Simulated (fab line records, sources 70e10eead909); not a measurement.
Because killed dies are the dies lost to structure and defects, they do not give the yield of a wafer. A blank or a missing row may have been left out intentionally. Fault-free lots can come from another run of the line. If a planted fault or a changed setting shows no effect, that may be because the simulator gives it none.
Which tool was responsible? ; flow nand harc ; 36 wafers from 12 lots sampled at 5 of the route's 1302 steps

## WHAT THE GAUGES READ, wafer by wafer
NHARC_END_SORT_01. Usual: killed at array 44, standard deviation 16; killed at other 0.6, standard deviation 1.1; killed at periphery 3.9, standard deviation 2.6; killed dies 48, standard deviation 16; killed open 3.1, standard deviation 1.9; killed short 2.4, standard deviation 1.8.
lot;measured;on;killed at array;killed at other;killed at periphery;killed dies;killed open;killed short;flag
L474;day 27 00:02;prober-02;74 60 529;0 0 0;1 7 3;75 67 532;3 1 6;4 4 1;OFF

## WHICH TOOL RAN EACH LOT (tool, then ch and the chambers of the sampled wafers, then the start)
lot;NHARC_A_CONTACT_ETCH_49;NHARC_A_CONTACT_ETCH_51;NHARC_A_CONTACT_ETCH_116;NHARC_A_CONTACT_ETCH_120
L466;rie diel-01 ch 0,3, day 21 17:31 or earlier;rie diel-01 ch 0,1,3, day 21 17:31;har cap etch-03 ch 0,1, day 21 19:22;har cap etch-03 ch 0,1, day 21 20:03
L468;rie diel-01 ch 0,2,3, day 22 18:44 or earlier;rie diel-01 ch 0,1,2, day 22 18:44;har cap etch-03 ch 0,1, day 22 20:49;har cap etch-03 ch 0,1, day 22 21:30
L474;rie diel-01 ch 0,1,2, day 24 00:53 or earlier;rie diel-01 ch 0,1,2, day 24 00:53;har cap etch-02 ch 0,1, day 24 02:59;har cap etch-02 ch 0,1, day 24 03:40
L477;rie diel-07 ch 0,2, day 25 19:46 or earlier;rie diel-07 ch 0,1, day 25 19:46;har cap etch-03 ch 0,1, day 25 21:50;har cap etch-03 ch 0,1, day 25 22:32
L479;rie diel-01 ch 2,3, day 26 14:23 or earlier;rie diel-01 ch 0,3, day 26 14:23;har cap etch-03 ch 0,1, day 26 16:34;har cap etch-03 ch 0,1, day 26 17:16
L480;rie diel-01 ch 0,3, day 27 11:27 or earlier;rie diel-01 ch 0,2, day 27 11:27;har cap etch-03 ch 1, day 27 13:26;har cap etch-03 ch 1, day 27 14:07
L481;rie diel-04 ch 0,1,3, day 27 11:53 or earlier;rie diel-04 ch 1,2,3, day 27 11:53;har cap etch-01 ch 0,1, day 27 13:51;har cap etch-01 ch 0,1, day 27 14:32
L483;rie diel-01 ch 1,2,3, day 28 14:31 or earlier;rie diel-01 ch 0,2,3, day 28 14:31;har cap etch-02 ch 0,1, day 28 16:32;har cap etch-02 ch 0,1, day 28 17:13
L484;rie diel-07 ch 0,1,3, day 28 18:06 or earlier;rie diel-07 ch 1,3, day 28 18:06;har cap etch-01 ch 0, day 28 20:22;har cap etch-01 ch 0, day 28 21:16
L486;rie diel-07 ch 0,1,2, day 29 05:49 or earlier;rie diel-07 ch 0,3, day 29 05:49;har cap etch-01 ch 0,1, day 29 07:52;har cap etch-01 ch 0,1, day 29 08:32
L485;rie diel-01 ch 0,2,3, day 29 07:37 or earlier;rie diel-01 ch 0,2,3, day 29 07:37;har cap etch-03 ch 0,1, day 29 09:25;har cap etch-03 ch 0,1, day 29 10:06
L489;rie diel-07 ch 0,2,3, day 31 16:04 or earlier;rie diel-07 ch 0,3, day 31 16:04;har cap etch-03 ch 0,1, day 31 18:18;har cap etch-03 ch 0,1, day 31 19:13
- NHARC_A_CONTACT_ETCH_49: etches the open film in N2/H2, target depth 260 nm, time 475.3 s.
- NHARC_A_CONTACT_ETCH_51: etches the open film in O2/COS, target depth 7000 nm, time 1820 s.
- NHARC_A_CONTACT_ETCH_116: etches the open film in C4F8/O2/Ar, time 190 s, target depth 1850 nm.
- NHARC_A_CONTACT_ETCH_120: etches the open film in C4F8/O2/Ar, time 190 s, target depth 1850 nm.

## AS READ BY THE TOOLS THEMSELVES (means over the sampled wafers that have a number; for cases with no such wafer, the mark the record gives instead)
NHARC_A_CONTACT_ETCH_49. Usual: drypump motor current A 5.8 A, standard deviation 0.48; oes product au 1.003 a.u., standard deviation 0.008; rf vpp V 429.9 V, standard deviation 2.5; run length s 496.5 s, standard deviation 0.52; showerhead plenum p Torr 2.02 Torr, standard deviation 0.079; throttle valve pct 14.173 %, standard deviation 0.01.
lot;tool;drypump motor current A (A);oes product au (a.u.);rf vpp V (V);run length s (s);showerhead plenum p Torr (Torr);throttle valve pct (%);flag
L466;rie diel-01;5.8;0.999;428.4;496.3;1.96;14.171;
L468;rie diel-01;5.9;1.011;430.5;496.3;2.03;14.181;
L474;rie diel-01;5.9;1.002;431.7;496.5;2.07;14.177;
L477;rie diel-07;6.3;1.007;433.0;496.2;2.09;14.168;
L479;rie diel-01;5.7;1.015;430.3;496.7;2.06;14.174;
L480;rie diel-01;5.8;1.006;427.7;495.8;1.96;14.177;
L481;rie diel-04;5.2;1.004;430.2;496.2;2.03;14.173;
L483;rie diel-01;5.6;1.003;429.9;496.7;2.03;14.174;
L484;rie diel-07;6.1;0.993;429.6;496.8;2.01;14.169;
L486;rie diel-07;6.0;0.995;429.2;496.5;2.03;14.168;
L485;rie diel-01;6.0;1.004;430.4;496.3;2.02;14.165;
L489;rie diel-07;6.1;0.991;429.3;496.5;2.01;14.167;

NHARC_A_CONTACT_ETCH_51. Usual: drypump motor current A 5.8 A, standard deviation 0.48; oes product au 1.003 a.u., standard deviation 0.0087; rf vpp V 313.8 V, standard deviation 1.8; run length s 1841.2 s, standard deviation 0.52; showerhead plenum p Torr 3.10 Torr, standard deviation 0.11; throttle valve pct 28.331 %, standard deviation 0.009.
lot;tool;drypump motor current A (A);oes product au (a.u.);rf vpp V (V);run length s (s);showerhead plenum p Torr (Torr);throttle valve pct (%);flag
L466;rie diel-01;5.8;1.000;313.7;1840.9;3.08;28.328;
L468;rie diel-01;5.9;1.006;314.9;1841.3;3.17;28.337;
L474;rie diel-01;5.9;1.007;314.8;1692.3;3.17;28.336;OFF
L477;rie diel-07;6.0;1.009;313.7;1842.0;3.11;28.327;
L479;rie diel-01;6.2;1.007;312.7;1840.7;3.05;28.334;
L480;rie diel-01;6.0;1.007;315.9;1841.6;3.19;28.330;
L481;rie diel-04;5.6;1.007;313.0;1841.5;3.02;28.322;
L483;rie diel-01;6.0;1.007;314.9;1840.9;3.09;28.337;
L484;rie diel-07;6.0;0.998;312.6;1841.7;2.99;28.333;
L486;rie diel-07;6.4;0.993;314.3;1841.0;3.16;28.334;
L485;rie diel-01;5.9;1.012;313.2;1841.1;3.09;28.332;
L489;rie diel-07;6.2;0.999;312.6;1841.3;3.05;28.326;

## THE ANSWER, worked out from the rows above alone
Rule: lot off if the mean of its wafers having a number is beyond 3 standard deviations from the usual mean. Also off: a lot with no number at a reading for which 4 or more lots have one. All remaining lots with rows at the step are treated as sound. The gauges are gone through in route order, then the tools' own readings, and for those a lot's mean is taken as printed above. At the first step where some lot is off, the reading lying furthest off is the one used; lots without a number count as furthest.
Off at NHARC_END_SORT_01 (killed at array): L474. Neither off nor sound, because the step has no rows for them: L466, L468, L477, L479, L480, L481, L483, L484, L486, L485, L489.
A tool fits if, at a process step before that reading, it ran every lot that is off, and no sound lot after the first of them. The gauges at NHARC_END_SORT_01 aren't tried: what is off there is off at NHARC_A_CONTACT_ETCH_51 too, on other tools, and a gauge's error can't cause that. With no start given for some of its lots, NHARC_A_CONTACT_ETCH_49 uses the hours and lot order of NHARC_A_CONTACT_ETCH_51. Undecided on this evidence; 2 tools fit (rie diel-01 at NHARC_A_CONTACT_ETCH_49 and NHARC_A_CONTACT_ETCH_51, har cap etch-02 at NHARC_A_CONTACT_ETCH_116 and NHARC_A_CONTACT_ETCH_120).

## WHAT THE SIMULATOR HAD INSERTED
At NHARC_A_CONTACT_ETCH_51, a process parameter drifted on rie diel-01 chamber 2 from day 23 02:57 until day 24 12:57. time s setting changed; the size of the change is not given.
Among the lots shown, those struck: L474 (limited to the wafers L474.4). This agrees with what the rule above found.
